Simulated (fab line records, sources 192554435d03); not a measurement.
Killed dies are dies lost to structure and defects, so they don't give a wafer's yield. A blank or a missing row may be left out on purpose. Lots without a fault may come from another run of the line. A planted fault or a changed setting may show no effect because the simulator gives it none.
Problem report in the 8D (eight disciplines) form, filled by code | flow n5_finfet | the parts of the form that need people (team, actions taken, sign-off) are left out

1. THE PROBLEM
trench_depth_nm at N5_BEOL_M10_OCD_MEAS_38 reads a mean of 128 nm on 3 wafers of 2 lots; wafers without a fault read 150 nm with a standard deviation of 3.5. That is -6.2 standard deviations from the usual mean.
First seen on wafer L561.2, day 16 10:56, on ocd-01. The record holds 12 wafers of 4 lots with a number at this step. Rule for "out", or "out of limits": more than 4 standard deviations from the usual mean. The other wafers with a number count as sound.

2. WHAT IT IS AND WHAT IT IS NOT
question                    | is                     | is not
which readings at this step | trench_depth_nm        | -
which lots                  | L559, L561             | L547, L566
which wafers of those lots  | L559.2, L559.6, L561.2 | L559.4, L561.4, L561.6
read on which gauges        | ocd-01, ocd-02         | -
when                        | from day 16 10:56      | up to then (5 sound wafers); but 4 sound wafers of L559, L566 came after

3. SUSPECTS, AND WHAT RULES EACH OUT
Counting: a tool at a process step up to the reading stays a suspect if it ran every lot that is out. Sound lots after the first of them don't rule it out here, since some wafers of a struck lot are sound.
- the gauge at N5_BEOL_M10_OCD_MEAS_38: ruled out. The wafers that are out were read on 2 gauges (ocd-01, ocd-02).
- rie_diel-04 at N5_BEOL_M10_TRENCH_ETCH_37 (etches SiCOH lowk in C4F6/O2, target depth 148.83 nm, time 48 s): kept. It ran every lot that is out, first L561 (day 16 10:45); its last sound lot up to then is L547 (day 12 11:02). Its own readings are out on those wafers: bias_w, rf_vpp_V.
- Within rie_diel-04 at N5_BEOL_M10_TRENCH_ETCH_37: the wafers that are out ran in chamber 0; their sound lot-mates ran in chambers 1, 3.
Left after counting: rie_diel-04 at N5_BEOL_M10_TRENCH_ETCH_37.

4. THE CAUSE (what the simulator had put in)
Process parameter drift: rie_diel-04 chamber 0, from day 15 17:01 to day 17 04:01, at N5_BEOL_M10_TRENCH_ETCH_37. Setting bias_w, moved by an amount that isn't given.
Counting left only this tool.

5. THE CHAIN OF EFFECTS, in route order
Each row: a reading whose mean over the struck wafers that have a number lies more than 3 standard deviations from the usual. Only readings for which the record gives a usual standard deviation are gone through. hours: the time from each lot's start at the first step in this table that gives one to its start at this step, as a median over the lots. sigmas: the change in usual standard deviations.
hours | step                       | reading            | usual        | on struck wafers | change | sigmas
0     | N5_BEOL_M10_TRENCH_ETCH_37 | bias_w             | 185.0 W      | 118.0            | -67.0  | -99 or more
0     | N5_BEOL_M10_TRENCH_ETCH_37 | rf_vpp_V           | 667 V        | 487              | -180   | -11
0     | N5_BEOL_M10_OCD_MEAS_38    | trench_depth_nm    | 150 nm       | 128              | -22    | -6.2
3     | N5_BEOL_M10_THK_MEAS_53    | M10_THK            | 140 nm       | 117              | -23    | -6.5
3     | N5_BEOL_M10_RS_MEAS_57     | M10_RS             | 0.150 ohm/sq | 0.180            | +0.030 | +7.1
63    | N5_BEOL_M15_RC_MEAS_101    | SERP_M10           | 3.06 ohm/um  | 3.66             | +0.60  | +6.0
63    | N5_BEOL_M15_RC_MEAS_101    | SERP_M10_max_site  | 3.15 ohm/um  | 3.72             | +0.57  | +5.7
69    | N5_PASSIVATION_PROBE_49    | killed_at_M0_to_M3 | 36           | 74               | +38    | +3.8
The process steps in it:
- N5_BEOL_M10_TRENCH_ETCH_37: etches SiCOH lowk in C4F6/O2, target depth 148.83 nm, time 48 s.
- N5_PASSIVATION_PROBE_49

6. WHAT WOULD HAVE CAUGHT IT SOONER
In this record the first reading out of limits at a measuring or inspecting step was taken at day 16 10:56, 18 hours after the fault began at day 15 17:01.
The tool's own readings at N5_BEOL_M10_TRENCH_ETCH_37 were out on every struck wafer that the step has a row for (bias_w, rf_vpp_V): an alarm limit on them would have fired on the first of those.
Of the lots that are out (2), L559 began N5_BEOL_M10_TRENCH_ETCH_37 on rie_diel-04 after day 16 10:56. A hold on the tool at that time would have spared it.
